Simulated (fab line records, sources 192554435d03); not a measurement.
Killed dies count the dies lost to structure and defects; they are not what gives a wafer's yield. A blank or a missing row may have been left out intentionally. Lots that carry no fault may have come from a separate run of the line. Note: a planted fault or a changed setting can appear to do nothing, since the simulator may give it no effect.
A lot that was struck, set against a sound lot	flow n5Finfet	16 steps out of a route of 1938
Sound: these wafers, L949.1, L949.2, L949.6. Struck: wafers L960.4, L960.5 (left out: L960.3, a lot-mate that was not struck); the cause follows at the end.
For every step that has rows: the tool of each side, followed by ch and its chambers, followed by its first start. Under that, the readings that differ: sound wafers	struck wafers	difference of the means	sigmas: that difference in standard deviations of wafers without a fault.
alike: same words and numbers on both sides, and readings whose means sit less than 2 such deviations apart. not compared: any withheld reading, any reading some wafer has no value for, any bound like >300 that may hide the same value, and any number with overlapping values for which the record gives no deviation.
Wherever a step has rows on one side only, a row that says differs or no value, or a row with sigmas, the two part there. Numbers that don't overlap but have no deviation are shown without sigmas and don't part them. A reading that every wafer of one side lacks parts them only if that side has two wafers or more.

first, 1 step without rows for these wafers: N5_MOL_CONTACT_COAG_DEVELOP_07 (develop time 30 s).
N5_MOL_CONTACT_COAG_CD_MEAS_08: target cd 28 nm.
  sound on cdSem-02 ch 0, day 4 22:46; struck on cdSem-03 ch 0, day 7 19:13
  alike: cdNm
N5_MOL_CONTACT_COAG_OVL_MEAS_09:
  sound on overlay-02 ch 0, day 4 22:48; struck on overlay-02 ch 0, day 7 19:16
  alike: CA_OVL
N5_MOL_CONTACT_COAG_INSPECT_10: inspects for defects (brightfield).
  sound: defectInspect-02 at day 4 22:51; struck: defectInspect-02 at day 7 19:18
  alike: rawDefectCount
N5_MOL_CONTACT_COAG_DESCUM_13: chemistry O2, time 7 s.
  sound on rieDiel-03 ch 2,3, day 4 22:55; struck on rieDiel-04 ch 1, day 7 19:20
  alike: drypumpMotorCurrentA, oesProductAu, rfVppV, showerheadPlenumPTorr, throttleValvePct
  not compared: rfHoursCounterH
N5_MOL_CONTACT_COAG_ETCH_59: etches underlayer in N2/H2, target depth 13 nm, time 10.4 s.
  sound on rieDiel-03 ch 2,3, day 4 22:57; struck on rieDiel-04 ch 1, day 7 19:22
reading	sound	struck	difference	sigmas
rfFwdPowerW (W)	815.9 816.6 813.6	818.6 821.9	+4.9	+2
  alike: drypumpMotorCurrentA, etchRfOnTimeS, oesProductAu, rfVppV, showerheadPlenumPTorr, throttleValvePct
  not compared: rfHoursCounterH
N5_MOL_CONTACT_COAG_ETCH_105: etches SiARC in CF4, target depth 15.6 nm, time 26 s.
  sound on rieDiel-03 ch 2,3, day 4 22:58; struck on rieDiel-04 ch 1, day 7 19:23
  alike: drypumpMotorCurrentA, etchRfOnTimeS, oesProductAu, rfFwdPowerW, rfVppV, showerheadPlenumPTorr, throttleValvePct
  not compared: rfHoursCounterH
then, 3 steps without rows for these wafers: N5_MOL_CONTACT_COAG_ETCH_106 (etches SOC in N2/H2, target depth 80 nm, overetch 16 nm, time 120 s); N5_MOL_CONTACT_COAG_STRIP_107 (strips in N2/H2); N5_MOL_CONTACT_COAG_STRIP_108 (strips in N2/H2).
N5_MOL_CONTACT_COAG_CONTACT_ETCH_14: etches SiO2 in C4F6/O2, target depth 27.5 nm, overetch 8.5 nm, time 20 s.
  sound on rieDiel-03 ch 2,3, day 4 23:06; struck on rieDiel-04 ch 1, day 7 19:31
  alike: drypumpMotorCurrentA, oesProductAu, rfFwdPowerW, rfVppV, showerheadPlenumPTorr, throttleValvePct
  not compared: rfHoursCounterH
then, 1 step without rows for these wafers: N5_MOL_CONTACT_COAG_STRIP_109 (strips in C4F6/O2).
N5_MOL_CONTACT_COAG_ETCH_15: etches SiNx in CH3F/O2, stops on Si:P, target depth 7 nm.
  sound on rieDiel-03 ch 2,3, day 4 23:08; struck on rieDiel-04 ch 1, day 7 19:34
reading	sound	struck	difference	sigmas
rfFwdPowerW (W)	390.0 392.0 392.7	464.5 464.7	+73.0	+52
rfVppV (V)	294 300 299	277 276	-21	-4
  alike: drypumpMotorCurrentA, oesProductAu, showerheadPlenumPTorr, throttleValvePct
  not compared: rfHoursCounterH
N5_MOL_CONTACT_COAG_ETCH_110: etches Si in CF4/O2, target depth 2.5 nm, time 8 s.
  sound on rieDiel-03 ch 2,3, day 4 23:11; struck on rieDiel-04 ch 1, day 7 19:37
  alike: drypumpMotorCurrentA, oesProductAu, rfFwdPowerW, rfVppV, showerheadPlenumPTorr, throttleValvePct
  not compared: rfHoursCounterH
-- the record jumps here: 4 days lie between the struck wafers' starts before and after (it left off in module MOL_CONTACT_COAG and takes up again in module BEOL_M4, whose first step shown is number 1111 of the route) --
N5_BEOL_M4_RC_MEAS_101:
  sound on prober-01 ch 0, day 8 03:32; struck on prober-02 ch 0, day 11 10:02
  alike: DIBL_N, DIBL_P, IOFF_N, IOFF_P, ION_N, ION_P, SS_N, SS_P, VT_N, VT_P
-- the record jumps here: 4 days lie between the struck wafers' starts before and after (it left off in module BEOL_M4 and takes up again in module PASSIVATION, whose first step shown is number 1936 of the route) --
N5_PASSIVATION_PROBE_49:
  sound: prober-02 at day 12 14:34; struck: prober-02 at day 15 13:32
  alike: defectLimitedYield, killed_at_M0_to_M3, killed_at_M4_up, killedAtContacts, killedAtFrontEnd, killedAtOther, killedDies, killedOnRim, killedOpen, killedShort, sort_bin_5_function, sort_bin_6_memory, sort_bin_8_speed, sortNPass, sortYieldPct

WHERE THEY PART
First at N5_MOL_CONTACT_COAG_ETCH_59; last, within this record, at N5_MOL_CONTACT_COAG_ETCH_15. Later steps at which nothing parts them and some readings are alike: N5_MOL_CONTACT_COAG_ETCH_110, N5_BEOL_M4_RC_MEAS_101, N5_PASSIVATION_PROBE_49.

WHY: what the simulator had put in
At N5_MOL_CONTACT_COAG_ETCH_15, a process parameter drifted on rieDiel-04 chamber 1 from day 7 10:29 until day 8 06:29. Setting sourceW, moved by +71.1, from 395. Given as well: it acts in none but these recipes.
